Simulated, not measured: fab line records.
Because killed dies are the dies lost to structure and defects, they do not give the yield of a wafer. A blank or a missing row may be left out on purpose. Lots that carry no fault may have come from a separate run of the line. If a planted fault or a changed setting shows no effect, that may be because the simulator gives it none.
The tool behind it: which one? :: flow n5 finfet :: 19 lots, 57 wafers sampled, at 1 step of a route of 1938

## WHAT THE GAUGES SHOWED, per wafer
N5_WELL_APT_CD_MEAS_08 targets a cd of 200 nm. Usual: cd nm reads 199.3 nm (standard deviation 1.4).
lot: L074
measured: day 1 13:44
on: cd sem-02
cd nm (nm): 197.9 200.9 199.3
flag: 

lot: L075
measured: day 1 19:36
on: cd sem-02
cd nm (nm): 200.8 200.2 199.4
flag: 

lot: L078
measured: day 2 13:49
on: cd sem-01
cd nm (nm): 200.5 201.7 199.1
flag: 

lot: L079
measured: day 2 19:53
on: cd sem-03
cd nm (nm): 197.7 197.8 199.8
flag: 

lot: L080
measured: day 3 01:34
on: cd sem-01
cd nm (nm): 199.4 197.8 200.4
flag: 

lot: L081
measured: day 3 07:49
on: cd sem-02
cd nm (nm): 201.5 202.4 202.9
flag: 

lot: L082
measured: day 3 13:52
on: cd sem-02
cd nm (nm): 199.0 199.3 200.1
flag: 

lot: L083
measured: day 3 19:41
on: cd sem-02
cd nm (nm): 198.4 199.5 199.7
flag: 

lot: L085
measured: day 4 08:07
on: cd sem-02
cd nm (nm): 199.2 199.1 199.1
flag: 

lot: L086
measured: day 4 13:45
on: cd sem-01
cd nm (nm): 196.4 198.8 197.0
flag: 

lot: L088
measured: day 5 01:34
on: cd sem-02
cd nm (nm): 197.7 199.7 202.6
flag: 

lot: L089
measured: day 5 11:12
on: cd sem-02
cd nm (nm): 199.3 201.8 197.7
flag: 

lot: L090
measured: day 5 13:34
on: cd sem-02
cd nm (nm): 200.6 199.8 198.5
flag: 

lot: L091
measured: day 5 19:34
on: cd sem-03
cd nm (nm): 198.9 197.3 200.1
flag: 

lot: L092
measured: day 6 01:50
on: cd sem-01
cd nm (nm): 197.7 196.6 197.8
flag: 

lot: L093
measured: day 6 07:43
on: cd sem-02
cd nm (nm): 200.4 199.6 201.2
flag: 

lot: L094
measured: day 6 13:41
on: cd sem-01
cd nm (nm): 198.9 201.4 200.2
flag: 

lot: L095
measured: day 6 19:49
on: cd sem-01
cd nm (nm): 196.7 197.7 199.6
flag: 

lot: L096
measured: day 7 01:42
on: cd sem-01
cd nm (nm): 198.0 199.6 197.9
flag: 

## WHAT TOOL EACH LOT RAN ON (gives the tool, then ch and the chambers of the sampled wafers, and finally the start)
There is no process step in the record ahead of these readings.

## AS READ BY THE TOOLS THEMSELVES (means over the sampled wafers that have a number; for cases with no such wafer, the mark the record gives instead)
The record holds no such reading with a usual standard deviation.

## THE ANSWER, worked out from the rows above alone
Rule: a lot counts as off when the mean over its wafers that have a number is more than 3 standard deviations away from the usual mean. A lot without any number at a reading at which 4 lots or more have one is off too. The other lots that the step has rows for count as sound. The gauges are gone through in route order, then the tools' own readings, and for those a lot's mean is taken as printed above. At the first step where some lot is off, the reading lying furthest off is the one used; lots without a number count as furthest.
Nothing can be told from this: no lot is off at any reading shown.

## WHAT THE SIMULATOR HAD INSERTED
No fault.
